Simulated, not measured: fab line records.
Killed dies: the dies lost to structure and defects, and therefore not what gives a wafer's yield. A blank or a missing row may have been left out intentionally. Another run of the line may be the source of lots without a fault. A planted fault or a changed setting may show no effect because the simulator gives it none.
Chamber matching / flow n5_finfet / N5_GATE_CUT_ETCH_37 on rie_diel-05: 4 sister chambers
The step etches SOC in N2/H2, target depth 60 nm, overetch 12 nm, time 90 s. 4 wafers are shown with their chamber, then 11 later ones without.

== EACH WAFER AND ITS CHAMBER ==
wafer=L082.2; chamber=0; showerhead_plenum_p_Torr (Torr)=2.68
wafer=L082.3; chamber=3; showerhead_plenum_p_Torr (Torr)=2.64
wafer=L082.6; chamber=2; showerhead_plenum_p_Torr (Torr)=2.63
wafer=L087.2; chamber=1; showerhead_plenum_p_Torr (Torr)=2.42

== WAFERS WITH NO CHAMBER GIVEN ==
wafer=L087.3; showerhead_plenum_p_Torr (Torr)=2.63
wafer=L087.4; showerhead_plenum_p_Torr (Torr)=2.62
wafer=L088.2; showerhead_plenum_p_Torr (Torr)=2.68
wafer=L088.5; showerhead_plenum_p_Torr (Torr)=2.63
wafer=L088.6; showerhead_plenum_p_Torr (Torr)=2.68
wafer=L090.1; showerhead_plenum_p_Torr (Torr)=2.62
wafer=L090.2; showerhead_plenum_p_Torr (Torr)=2.42
wafer=L090.3; showerhead_plenum_p_Torr (Torr)=2.63
wafer=L092.1; showerhead_plenum_p_Torr (Torr)=2.62
wafer=L092.4; showerhead_plenum_p_Torr (Torr)=2.67
wafer=L092.6; showerhead_plenum_p_Torr (Torr)=2.42

== EACH ONE'S CHAMBER ==
wafer=L087.3; from the rows above=can't be placed: 2 or 3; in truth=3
wafer=L087.4; from the rows above=can't be placed: 2 or 3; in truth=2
wafer=L088.2; from the rows above=0; in truth=0
wafer=L088.5; from the rows above=can't be placed: 2 or 3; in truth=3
wafer=L088.6; from the rows above=0; in truth=0
wafer=L090.1; from the rows above=can't be placed: 2 or 3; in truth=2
wafer=L090.2; from the rows above=1; in truth=1
wafer=L090.3; from the rows above=can't be placed: 2 or 3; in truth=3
wafer=L092.1; from the rows above=can't be placed: 2 or 3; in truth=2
wafer=L092.4; from the rows above=0; in truth=0
wafer=L092.6; from the rows above=1; in truth=1
5 of 11 placed correctly. Not placeable from these rows: 6 (in 6, the candidates include the true chamber). Wrongly placed: 0.
How it was worked out, from the rows above alone: a wafer's distance from a chamber is the root of the sum, over the readings, of the square of ((its reading less the chamber's mean) divided by the reading's scatter). The wafer belongs to the nearest chamber; if the next one is less than 2 further off, it can't be placed. The mean given for a chamber averages the wafers shown for that chamber. The scatter (one wafer shown for each chamber): square how far every hidden wafer sits from the nearest shown wafer, average those squares and take the square root.
